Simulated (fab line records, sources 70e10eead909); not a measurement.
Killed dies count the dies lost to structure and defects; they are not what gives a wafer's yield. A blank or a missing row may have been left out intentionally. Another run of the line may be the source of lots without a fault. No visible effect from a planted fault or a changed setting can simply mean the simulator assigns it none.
fab line records | flow nand_harc
record: lots: 24 wafers: 72 last_day: 25
route steps=1159 shown P_CONTACT@248 P_M0@274 P_M2@344 P_BONDPAD@364
lots with no fault: from the same line, run without faults
start_h: hours from the record's first day to the start of the lot's first wafer shown | wait_h: hours since the lot's step before | " same as the row above | L1.1+2: several wafers, shown together as one row | - no value, or no start given | * or withheld: withheld | < > ~ a bound
route shown NAME@n: NAME is a module with steps in the file, n the number in the route of the first one | usual: average and standard deviation across the fault-free wafers | same: alike in all rows | chamber/n: place in a boat | sites: each site's reading | _std_site: the values' standard deviation | _edge_site: inner sites' mean taken away from outer sites' mean | radius_mm: for every site, how far away it sits from the centre of the wafer | mask NAME#n: copy n | behind: the most recent tool/chamber to have shaped the wafer | hold: why the lot was held/for how many hours/how that ended | device: the transistor (n, p or np) that didn't switch | end of line: the tests these same wafers got at the end of their route | where a step has no rows: the recipe by itself | killed: the dies lost at the first sort to structure and to defects; this is not the yield of the wafer | map: the dies of a wafer, with x for killed, . for not killed, _ for no die there
set.NAME: the run value of the setting; set.NAME@STEP: its run value at that earlier step | model.NAME: the simulator's own value behind a step, which no gauge read
one table for each step of the route and one row for each wafer, over a sample of lots
services: from which hour (start_h, from the record's first day; less than 0 if before it) a tool's chamber was out of use, for how many hours, and why
== steps ==
step: NHARC_P_CONTACT_CVD_23
recipe: target_thk_a: 2000 temp_c: 300 pressure_torr: 40 wf6_flow_sccm: 40 h2_flow_sccm: 1600 ar_flow_sccm: 1560 time_s: 557 material: W
usual: heater_power_w: 493/33 mfc_wf6_sccm: 39.99/0.12 throttle_valve_pct: 8.03/0.27
same: time_s: 557
columns lot.wafer tool chamber start_h wait_h heater_power_w mfc_wf6_sccm throttle_valve_pct
L074.1 cvd_w-01 1 - - 458 40.04 8.39
L074.4 " 0 " " 514 39.78 8.40
L074.5 " 0 " " 491 39.69 8.48
L075.1 cvd_w-02 1 - - 559 39.85 8.07
L075.3 " 1 " " 565 39.92 8.01
L075.6 " 0 " " 479 40.04 7.49
L077.2 cvd_w-02 1 - - 560 40.06 8.10
L077.4 " 0 " " 474 40.14 7.88
L077.5 " 0 " " 483 40.09 7.85
L076.2 cvd_w-01 0 - - 481 40.07 8.15
L076.4 " 0 " " 469 40.13 7.99
L076.6 " 1 " " 453 40.03 8.17
L078.1 cvd_w-01 0 - - 475 39.82 8.06
L078.3 " 0 " " 474 39.81 8.16
L078.4 " 1 " " 461 40.01 8.20
L080.2 cvd_w-01 1 - - 463 40.21 7.91
L080.6 " 0 " " 486 40.08 8.06
L080.5 " 1 " " 459 40.06 8.04
L079.2 cvd_w-02 1 - - 569 40.08 7.99
L079.3 " 0 " " 477 39.92 7.56
L079.6 " 1 " " 546 40.18 7.92
L081.1 cvd_w-01 0 - - 480 40.02 8.20
L081.4 " 0 " " 499 40.03 8.02
L081.6 " 1 " " 466 39.88 7.99
L082.2 cvd_w-02 0 - - 488 39.98 7.46
L082.3 " 0 " " 486 40.06 7.83
L082.5 " 0 " " 482 40.07 7.85
L083.1 cvd_w-02 0 - - 477 39.98 8.05
L083.2 " 1 " " 561 40.14 8.14
L083.3 " 1 " " 561 39.99 7.88
L084.1 cvd_w-01 0 - - 488 39.97 8.20
L084.2 " 0 " " 485 39.96 8.25
L084.6 " 0 " " 486 39.78 8.11
L085.1 cvd_w-02 0 - - 489 39.81 7.51
L085.3 " 0 " " 475 39.94 7.69
L085.6 " 1 " " 565 40.05 8.20
L086.1 cvd_w-01 1 - - 460 40.02 8.10
L086.4 " 0 " " 473 39.91 8.11
L086.6 " 0 " " 488 40.06 8.42
L087.3 cvd_w-01 1 - - 463 39.99 8.16
L087.4 " 0 " " 492 39.94 8.18
L087.5 " 1 " " 467 40.08 8.05
L089.3 cvd_w-01 1 - - 472 40.09 7.97
L089.5 " 0 " " 492 39.98 8.24
L089.6 " 1 " " 465 39.98 8.01
L088.1 cvd_w-01 0 - - 489 40.14 8.17
L088.3 " 0 " " 491 39.97 8.48
L088.6 " 1 " " 455 39.96 8.09
L090.1 cvd_w-01 1 - - 465 39.80 7.81
L090.3 " 0 " " 476 39.84 8.19
L090.6 " 1 " " 460 39.86 8.24
L091.1 cvd_w-02 1 - - 530 40.03 7.59
L091.4 " 1 " " 534 39.94 7.71
L091.3 " 0 " " 480 40.06 7.37
L092.1 cvd_w-01 0 - - 498 40.05 8.56
L092.3 " 1 " " 462 39.88 7.94
L092.6 " 1 " " 466 39.92 8.33
L094.1 cvd_w-02 0 - - 502 39.88 7.84
L094.3 " 0 " " 490 39.77 7.39
L094.5 " 1 " " 534 39.68 7.75
L093.2 cvd_w-01 0 - - 494 39.93 7.86
L093.4 " 0 " " 476 40.03 8.73
L093.5 " 1 " " 460 39.86 8.16
L095.1 cvd_w-02 0 - - 485 39.78 7.49
L095.2 " 1 " " 546 39.80 7.95
L095.3 " 0 " " 483 39.94 7.78
L096.1 cvd_w-01 0 - - 478 39.73 8.36
L096.6 " 0 " " 498 40.10 8.42
L096.5 " 1 " " 468 39.81 8.09
L097.2 cvd_w-02 0 - - 492 40.17 7.80
L097.3 " 1 " " 518 40.12 7.66
L097.5 " 1 " " 555 40.16 8.05
step: NHARC_P_M0_PVD_20
recipe: target_thk_a: 50 bias_v: 168.6 power_w: 15000 chamber_pressure_pa: 0.12 time_s: 8.06 substrate_temp_c: 50 material: TaN
usual: chamber_pressure_pa: 0.11998/0.00025 throttle_valve_pct: 30.2/0.82
same: time_s: 8.06
columns lot.wafer tool chamber start_h wait_h chamber_pressure_pa throttle_valve_pct
L074.1 pvd_sputter-01 - - - 0.12036 28.4
L074.4 " - " " 0.12008 29.7
L074.5 " - " " 0.12018 28.6
L075.3 pvd_sputter-01 - - - 0.12023 29.5
L075.1 " - " " 0.12006 28.2
L075.6 " - " " 0.11994 28.6
L077.4 pvd_sputter-02 - - - 0.11989 30.4
L077.2 " - " " 0.12005 29.6
L077.5 " - " " 0.11968 30.5
L076.2 pvd_sputter-01 - - - 0.12053 31.1
L076.4 " - " " 0.12009 29.4
L076.6 " - " " 0.1204 31.0
L078.4 pvd_sputter-03 - - - 0.12 31.4
L078.1 " - " " 0.12004 31.1
L078.3 " - " " 0.11982 29.6
L079.2 pvd_sputter-01 - - - 0.12001 31.0
L079.3 " - " " 0.12006 28.7
L079.6 " - " " 0.12012 30.1
L080.2 pvd_sputter-02 - - - 0.12032 30.4
L080.6 " - " " 0.11992 30.3
L080.5 " - " " 0.11974 30.2
L081.4 pvd_sputter-01 - - - 0.1201 30.1
L081.1 " - " " 0.12027 30.6
L081.6 " - " " 0.11956 28.7
L082.2 pvd_sputter-03 - - - 0.12031 30.3
L082.3 " - " " 0.11996 29.6
L082.5 " - " " 0.12055 30.4
L083.2 pvd_sputter-03 - - - 0.12006 31.1
L083.3 " - " " 0.12039 30.2
L083.1 " - " " 0.12005 30.0
L084.2 pvd_sputter-02 - - - 0.12007 30.5
L084.1 " - " " 0.11997 30.3
L084.6 " - " " 0.1205 30.5
L085.3 pvd_sputter-02 - - - 0.12024 30.7
L085.1 " - " " 0.11967 30.5
L085.6 " - " " 0.11987 29.9
L086.4 pvd_sputter-03 - - - 0.11988 30.1
L086.1 " - " " 0.11989 31.2
L086.6 " - " " 0.12004 29.5
L087.4 pvd_sputter-02 - - - 0.12008 30.3
L087.3 " - " " 0.12004 29.3
L087.5 " - " " 0.11985 30.2
L089.3 pvd_sputter-02 - - - 0.12007 30.4
L089.6 " - " " 0.11965 30.2
L089.5 " - " " 0.12029 30.3
L088.3 pvd_sputter-01 - - - 0.11969 28.7
L088.1 " - " " 0.11965 30.8
L088.6 " - " " 0.11964 29.7
L090.3 pvd_sputter-03 - - - 0.12002 29.4
L090.1 " - " " 0.12022 31.2
L090.6 " - " " 0.11956 30.2
L091.4 pvd_sputter-03 - - - 0.11992 31.5
L091.1 " - " " 0.11983 31.2
L091.3 " - " " 0.12025 30.1
L092.3 pvd_sputter-03 - - - 0.11971 31.4
L092.1 " - " " 0.11986 30.2
L092.6 " - " " 0.11955 31.5
L093.2 pvd_sputter-02 - - - 0.12026 30.6
L093.4 " - " " 0.11974 29.9
L093.5 " - " " 0.11991 29.7
L094.3 pvd_sputter-03 - - - 0.11996 30.3
L094.1 " - " " 0.11975 29.5
L094.5 " - " " 0.11984 31.7
L095.1 pvd_sputter-01 - - - 0.12011 28.3
L095.2 " - " " 0.12015 30.7
L095.3 " - " " 0.12004 30.5
L096.1 pvd_sputter-02 - - - 0.11993 28.9
L096.5 " - " " 0.12028 29.7
L096.6 " - " " 0.11995 29.0
L097.2 pvd_sputter-01 - - - 0.1202 30.2
L097.3 " - " " 0.12028 29.6
L097.5 " - " " 0.1198 28.0
step: NHARC_P_M0_THK_MEAS_24
recipe: thk_meas_gauge: xrf
usual: thk_nm: 117.4/1.4
columns lot.wafer tool chamber start_h wait_h thk_nm
L074.1 film_metro-01 - 116.58 - 118.7
L074.4 " - " " 119.2
L074.5 " - " " 118.1
L075.1 film_metro-01 - 117.51 - 117.9
L075.3 " - " " 117.5
L075.6 " - " " 117.6
L077.2 film_metro-01 - 133.81 - 116.3
L077.4 " - " " 116.4
L077.5 " - " " 117.2
L076.2 film_metro-02 - 134.22 - 118.8
L076.4 " - " " 118.0
L076.6 " - " " 116.5
L078.1 film_metro-02 - 136.20 - 116.5
L078.3 " - " " 118.1
L078.4 " - " " 120.1
L079.2 film_metro-01 - 147.36 - 115.8
L079.3 " - " " 116.4
L079.6 " - " " 116.8
L080.2 film_metro-01 - 147.56 - 115.7
L080.5 " - " " 118.2
L080.6 " - " " 116.6
L081.1 film_metro-01 - 161.92 - 119.0
L081.4 " - " " 120.5
L081.6 " - " " 118.8
L082.2 film_metro-02 - 171.00 - 116.1
L082.3 " - " " 117.3
L082.5 " - " " 118.5
L083.1 film_metro-02 - 175.89 - 117.7
L083.2 " - " " 118.2
L083.3 " - " " 116.3
L084.1 film_metro-01 - 182.76 - 119.2
L084.2 " - " " 120.1
L084.6 " - " " 119.4
L085.1 film_metro-02 - 184.47 - 118.7
L085.3 " - " " 117.0
L085.6 " - " " 117.6
L086.1 film_metro-01 - 202.86 - 117.6
L086.4 " - " " 116.4
L086.6 " - " " 118.9
L087.3 film_metro-02 - 203.38 - 118.2
L087.4 " - " " 116.4
L087.5 " - " " 119.0
L089.3 film_metro-01 - 204.52 - 117.7
L089.5 " - " " 120.7
L089.6 " - " " 117.8
L088.1 film_metro-02 - 210.23 - 117.1
L088.3 " - " " 118.6
L088.6 " - " " 118.5
L090.1 film_metro-01 - 218.77 - 117.0
L090.3 " - " " 115.1
L090.6 " - " " 116.7
L091.1 film_metro-01 - 219.46 - 118.4
L091.3 " - " " 118.9
L091.4 " - " " 118.4
L092.1 film_metro-02 - 230.81 - 116.4
L092.3 " - " " 114.7
L092.6 " - " " 115.0
L093.2 film_metro-02 - 240.38 - 117.3
L093.4 " - " " 115.0
L093.5 " - " " 116.8
L094.1 film_metro-02 - 240.63 - 117.7
L094.3 " - " " 116.1
L094.5 " - " " 114.9
L095.1 film_metro-02 - 244.04 - 116.8
L095.2 " - " " 118.3
L095.3 " - " " 115.4
L096.1 film_metro-02 - 244.93 - 116.8
L096.5 " - " " 118.5
L096.6 " - " " 115.1
L097.2 film_metro-02 - 255.02 - 117.5
L097.3 " - " " 119.0
L097.5 " - " " 115.8
step: NHARC_P_M2_CMP_23
recipe: t_overpolish_s: 20 target_thk_nm: 144.3
usual: motor_current_A: 11.9/1.1 slurry_flow_ml_min: 150.0/0.51 time_to_endpoint_s: 29.7/2.9
columns lot.wafer tool chamber start_h wait_h motor_current_A slurry_flow_ml_min time_to_endpoint_s
L074.4 cmp-02 3 125.48 - 11.8 150.0 28.7
L074.1 " 0 " " 10.5 150.5 29.0
L074.5 " 0 " " 10.3 150.0 31.6
L075.1 cmp-02 2 126.73 - 14.0 150.5 33.3
L075.3 " 3 " " 11.7 149.7 27.6
L075.6 " 1 " " 13.3 149.9 30.5
L077.2 cmp-04 1 142.21 - 11.1 149.8 30.7
L077.4 " 3 " " 13.0 151.0 30.3
L077.5 " 2 " " 13.5 150.5 28.7
L076.4 cmp-01 3 142.90 - 10.2 151.3 28.5
L076.2 " 1 " " 11.6 149.8 30.3
L076.6 " 0 " " 11.8 150.5 28.1
L078.4 cmp-04 0 144.27 - 10.6 149.0 27.1
L078.1 " 1 " " 11.2 149.3 29.4
L078.3 " 2 " " 13.1 148.8 27.1
L080.2 cmp-01 1 155.70 - 11.2 150.6 30.6
L080.6 " 0 " " 12.4 149.5 32.2
L080.5 " 1 " " 11.2 150.6 30.3
L079.3 cmp-02 1 155.76 - 12.8 149.6 31.6
L079.2 " 3 " " 11.5 149.7 27.3
L079.6 " 1 " " 12.1 150.1 31.7
L081.1 cmp-01 2 169.88 - 12.4 150.0 29.5
L081.4 " 0 " " 13.4 149.8 29.7
L081.6 " 3 " " 10.6 149.6 29.8
L082.2 cmp-01 0 179.06 - 12.4 149.4 33.7
L082.3 " 1 " " 11.2 150.7 35.6
L082.5 " 0 " " 12.3 150.6 32.1
L083.1 cmp-02 3 184.44 - 11.9 150.0 29.5
L083.2 " 1 " " 12.8 150.9 32.2
L083.3 " 2 " " 12.5 150.2 32.7
L084.2 cmp-02 0 190.71 - 10.4 150.4 27.2
L084.1 " 2 " " 13.1 149.8 29.9
L084.6 " 3 " " 11.5 150.7 28.9
L085.1 cmp-02 0 192.39 - 10.7 150.3 31.8
L085.3 " 1 " " 12.5 150.5 32.6
L085.6 " 1 " " 12.3 150.8 34.8
L086.4 cmp-04 0 210.78 - 10.9 150.7 24.4
L086.1 " 1 " " 10.5 149.3 25.3
L086.6 " 3 " " 13.7 151.0 25.8
L087.4 cmp-01 3 211.46 - 10.7 150.6 33.5
L087.3 " 0 " " 12.0 149.9 32.3
L087.5 " 1 " " 11.6 150.2 34.1
L089.3 cmp-02 1 213.02 - 12.5 149.8 28.4
L089.6 " 2 " " 12.9 149.3 30.6
L089.5 " 3 " " 12.4 149.6 25.5
L088.1 cmp-01 0 218.10 - 12.3 149.8 30.0
L088.3 " 3 " " 10.2 150.0 32.7
L088.6 " 1 " " 11.6 149.4 32.9
L090.1 cmp-04 0 227.00 - 11.1 149.2 23.9
L090.3 " 1 " " 11.4 149.8 29.2
L090.6 " 0 " " 10.6 149.7 26.4
L091.4 cmp-01 1 228.02 - 10.8 150.0 35.5
L091.1 " 3 " " 10.2 150.5 35.5
L091.3 " 0 " " 13.0 149.8 34.8
L092.1 cmp-02 1 238.88 - 12.1 150.0 26.8
L092.3 " 2 " " 13.1 149.9 26.5
L092.6 " 1 " " 13.2 150.3 27.1
L093.2 cmp-02 1 248.39 - 12.4 150.3 27.5
L093.4 " 0 " " 10.7 149.8 30.0
L093.5 " 1 " " 12.9 149.5 30.3
L094.3 cmp-04 0 248.68 - 10.8 150.8 24.2
L094.1 " 1 " " 10.6 150.5 25.0
L094.5 " 2 " " 13.7 150.1 25.4
L095.3 cmp-02 2 252.39 - 13.8 151.2 29.9
L095.2 " 3 " " 11.6 150.2 25.8
L095.1 " 0 " " 10.5 149.7 28.7
L096.1 cmp-02 1 254.96 - 11.4 150.2 32.3
L096.6 " 2 " " 13.3 150.4 28.9
L096.5 " 3 " " 11.6 149.8 29.8
L097.2 cmp-01 0 263.30 - 12.3 149.8 30.4
L097.3 " 1 " " 10.4 150.3 29.7
L097.5 " 2 " " 11.9 149.9 26.7
step: NHARC_P_BONDPAD_CD_MEAS_09
recipe: target_cd_nm: 500 landing_energy_ev: 500
usual: cd_nm: 499.4/2.4
same: landing_energy_ev: 500
columns lot.wafer tool chamber start_h wait_h cd_nm
L074.1 cd_sem-01 0 127.76 - 505.9
L074.4 " 0 " " 503.1
L074.5 " 0 " " 502.9
L075.1 cd_sem-03 0 129.07 - 495.5
L075.3 " 0 " " 498.3
L075.6 " 0 " " 500.5
L077.2 cd_sem-02 0 144.35 - 499.0
L077.4 " 0 " " 499.2
L077.5 " 0 " " 496.6
L076.2 cd_sem-02 0 145.19 - 499.6
L076.4 " 0 " " 502.9
L076.6 " 0 " " 499.7
L078.1 cd_sem-01 0 146.53 - 495.0
L078.3 " 0 " " 498.0
L078.4 " 0 " " 496.3
L080.2 cd_sem-01 0 157.91 - 500.5
L080.5 " 0 " " 499.6
L080.6 " 0 " " 500.8
L079.2 cd_sem-01 0 158.17 - 495.3
L079.3 " 0 " " 501.1
L079.6 " 0 " " 499.8
L081.1 cd_sem-01 0 172.14 - 498.9
L081.4 " 0 " " 497.2
L081.6 " 0 " " 497.5
L082.2 cd_sem-01 0 181.30 - 500.2
L082.3 " 0 " " 504.3
L082.5 " 0 " " 501.1
L083.1 cd_sem-03 0 186.69 - 495.3
L083.2 " 0 " " 495.3
L083.3 " 0 " " 496.4
L084.1 cd_sem-01 0 192.92 - 501.3
L084.2 " 0 " " 500.8
L084.6 " 0 " " 499.2
L085.1 cd_sem-01 0 194.53 - 494.1
L085.3 " 0 " " 497.2
L085.6 " 0 " " 500.2
L086.1 cd_sem-02 0 213.04 - 499.8
L086.4 " 0 " " 502.0
L086.6 " 0 " " 501.2
L087.3 cd_sem-01 0 213.69 - 496.4
L087.4 " 0 " " 496.8
L087.5 " 0 " " 497.5
L089.3 cd_sem-02 0 215.21 - 497.6
L089.5 " 0 " " 502.0
L089.6 " 0 " " 499.2
L088.1 cd_sem-02 0 220.21 - 502.4
L088.3 " 0 " " 503.7
L088.6 " 0 " " 504.3
L090.1 cd_sem-01 0 229.10 - 498.8
L090.3 " 0 " " 498.8
L090.6 " 0 " " 500.3
L091.1 cd_sem-02 0 230.28 - 502.6
L091.3 " 0 " " 499.7
L091.4 " 0 " " 501.6
L092.1 cd_sem-03 0 241.00 - 500.3
L092.3 " 0 " " 497.8
L092.6 " 0 " " 504.1
L093.2 cd_sem-02 0 250.69 - 497.1
L093.4 " 0 " " 497.3
L093.5 " 0 " " 499.1
L094.1 cd_sem-02 0 250.96 - 498.8
L094.3 " 0 " " 501.3
L094.5 " 0 " " 501.3
L095.1 cd_sem-03 0 256.58 - 501.4
L095.2 " 0 " " 497.3
L095.3 " 0 " " 501.8
L096.1 cd_sem-03 0 257.15 - 497.8
L096.5 " 0 " " 500.5
L096.6 " 0 " " 499.0
L097.2 cd_sem-01 0 265.51 - 498.4
L097.3 " 0 " " 496.3
L097.5 " 0 " " 497.2
step: NHARC_P_BONDPAD_OVL_MEAS_38
usual: overlay_x_nm: 1/7.5 overlay_y_nm: 0/6.3
columns lot.wafer tool chamber start_h wait_h overlay_x_nm overlay_y_nm
L074.1 overlay-01 - 127.85 - -3 2
L074.4 " - " " -3 2
L074.5 " - " " -2 2
L075.1 overlay-01 - 129.16 - -10 10
L075.3 " - " " -10 10
L075.6 " - " " -9 9
L077.2 overlay-02 - 144.44 - 5 1
L077.4 " - " " 4 1
L077.5 " - " " 4 0
L076.2 overlay-01 - 145.27 - -14 4
L076.4 " - " " -14 4
L076.6 " - " " -14 4
L078.1 overlay-01 - 146.63 - 6 2
L078.3 " - " " 6 2
L078.4 " - " " 7 3
L080.2 overlay-02 - 158.00 - -5 -9
L080.5 " - " " -5 -9
L080.6 " - " " -5 -9
L079.2 overlay-02 - 158.25 - -6 -14
L079.3 " - " " -6 -14
L079.6 " - " " -6 -13
L081.1 overlay-02 - 172.23 - -2 3
L081.4 " - " " -2 4
L081.6 " - " " -1 4
L082.2 overlay-01 - 181.39 - 6 6
L082.3 " - " " 7 6
L082.5 " - " " 6 6
L083.1 overlay-01 - 186.78 - 9 -4
L083.2 " - " " 9 -4
L083.3 " - " " 9 -4
L084.1 overlay-01 - 193.01 - 3 -2
L084.2 " - " " 4 -2
L084.6 " - " " 5 -2
L085.1 overlay-01 - 194.62 - 3 -11
L085.3 " - " " 4 -11
L085.6 " - " " 4 -10
L086.1 overlay-01 - 213.13 - 0 -5
L086.4 " - " " 0 -6
L086.6 " - " " 0 -5
L087.3 overlay-02 - 213.77 - -11 0
L087.4 " - " " -11 0
L087.5 " - " " -11 -1
L089.3 overlay-02 - 215.29 - -6 -4
L089.5 " - " " -6 -4
L089.6 " - " " -5 -4
L088.1 overlay-02 - 220.30 - 5 5
L088.3 " - " " 5 5
L088.6 " - " " 5 4
L090.1 overlay-02 - 229.18 - 5 6
L090.3 " - " " 4 5
L090.6 " - " " 4 5
L091.1 overlay-02 - 230.37 - -4 7
L091.3 " - " " -4 7
L091.4 " - " " -4 7
L092.1 overlay-01 - 241.09 - 5 5
L092.3 " - " " 5 5
L092.6 " - " " 5 5
L093.2 overlay-01 - 250.78 - -5 -4
L093.4 " - " " -5 -4
L093.5 " - " " -5 -4
L094.1 overlay-02 - 251.05 - 8 4
L094.3 " - " " 8 4
L094.5 " - " " 8 4
L095.1 overlay-02 - 256.66 - -7 -3
L095.2 " - " " -7 -3
L095.3 " - " " -8 -3
L096.1 overlay-01 - 257.24 - 13 -7
L096.5 " - " " 13 -7
L096.6 " - " " 14 -8
L097.2 overlay-02 - 265.59 - 15 11
L097.3 " - " " 15 11
L097.5 " - " " 14 11
== services ==
columns tool chamber start_h hours kind
cmp-04 - 106.22 4.0 pm
pvd_sputter-03 - 106.96 10.0 pm
cvd_w-01 - 107.94 1.3 repair
cvd_w-01 - 112.37 13.0 pm
cvd_w-01 0 112.37 13.0 vent_cycle
cvd_w-01 1 112.37 13.0 vent_cycle
cvd_w-02 - 118.06 4.2 repair
cmp-01 - 119.63 1.4 repair
cvd_w-01 0 125.37 - clean
cvd_w-01 1 125.37 - clean
cmp-02 - 128.61 4.0 pm
cmp-02 - 132.61 - consumable_replace:conditioner
cmp-01 - 157.01 2.3 repair
pvd_sputter-01 - 160.94 10.0 pm
cvd_w-01 1 174.80 12.5 repair
cmp-01 - 179.50 4.0 pm
cmp-01 - 183.73 2.0 repair
cmp-02 - 185.88 1.1 repair
cvd_w-02 - 198.78 13.0 pm
cmp-04 - 204.22 4.0 pm
pvd_sputter-02 - 214.00 10.0 pm
cvd_w-01 1 219.98 3.1 repair
cmp-02 - 226.61 4.0 pm
pvd_sputter-01 - 256.36 3.0 repair
== key ==
fault none
